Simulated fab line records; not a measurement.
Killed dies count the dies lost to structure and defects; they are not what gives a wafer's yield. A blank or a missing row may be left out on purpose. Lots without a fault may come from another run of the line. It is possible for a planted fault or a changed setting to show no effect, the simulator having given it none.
Matching of chambers + flow nand-harc + ald-hk-03 running NHARC_A_CHANNEL_FILL_D1_ALD_16: 4 sister chambers
The step deposits SiO2, target thk 1.5 nm, pulse time 10 s, ald cycles 15. 4 wafers are shown with their chamber, then 10 later ones without.

== WAFERS WITH THEIR CHAMBER ==
| wafer  | chamber | heater-power-w (W) |
|--------|---------|--------------------|
| L087.6 | 2       | 548                |
| L089.5 | 0       | 489                |
| L090.1 | 1       | 537                |
| L090.2 | 3       | 411                |

== WAFERS WHOSE CHAMBER IS MISSING ==
| wafer  | heater-power-w (W) |
|--------|--------------------|
| L090.5 | 547                |
| L091.2 | 536                |
| L091.4 | 422                |
| L091.5 | 475                |
| L095.1 | 550                |
| L095.3 | 379                |
| L095.4 | 545                |
| L096.2 | 544                |
| L096.4 | 532                |
| L096.6 | 492                |

== EACH ONE'S CHAMBER ==
| wafer  | from the rows above     | in truth |
|--------|-------------------------|----------|
| L090.5 | can't be placed: 2 or 1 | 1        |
| L091.2 | can't be placed: 1 or 2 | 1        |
| L091.4 | 3                       | 3        |
| L091.5 | 0                       | 0        |
| L095.1 | can't be placed: 2 or 1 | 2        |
| L095.3 | 3                       | 3        |
| L095.4 | can't be placed: 2 or 1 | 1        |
| L096.2 | can't be placed: 2 or 1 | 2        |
| L096.4 | can't be placed: 1 or 2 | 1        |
| L096.6 | 0                       | 0        |
Correctly placed: 4 of 10. From these rows, 6 cannot be placed; in 6 the true chamber is one of the candidates. Number placed wrongly: 0.
How it was worked out, from the rows above alone: a wafer's distance from a chamber is the root of the sum, over the readings, of the square of ((its reading less the chamber's mean) divided by the reading's scatter). The wafer belongs to the nearest chamber; if the next one is less than 2 further off, it can't be placed. A chamber's mean is the mean of its shown wafers. The scatter (one wafer shown for each chamber): square how far every hidden wafer sits from the nearest shown wafer, average those squares and take the square root.
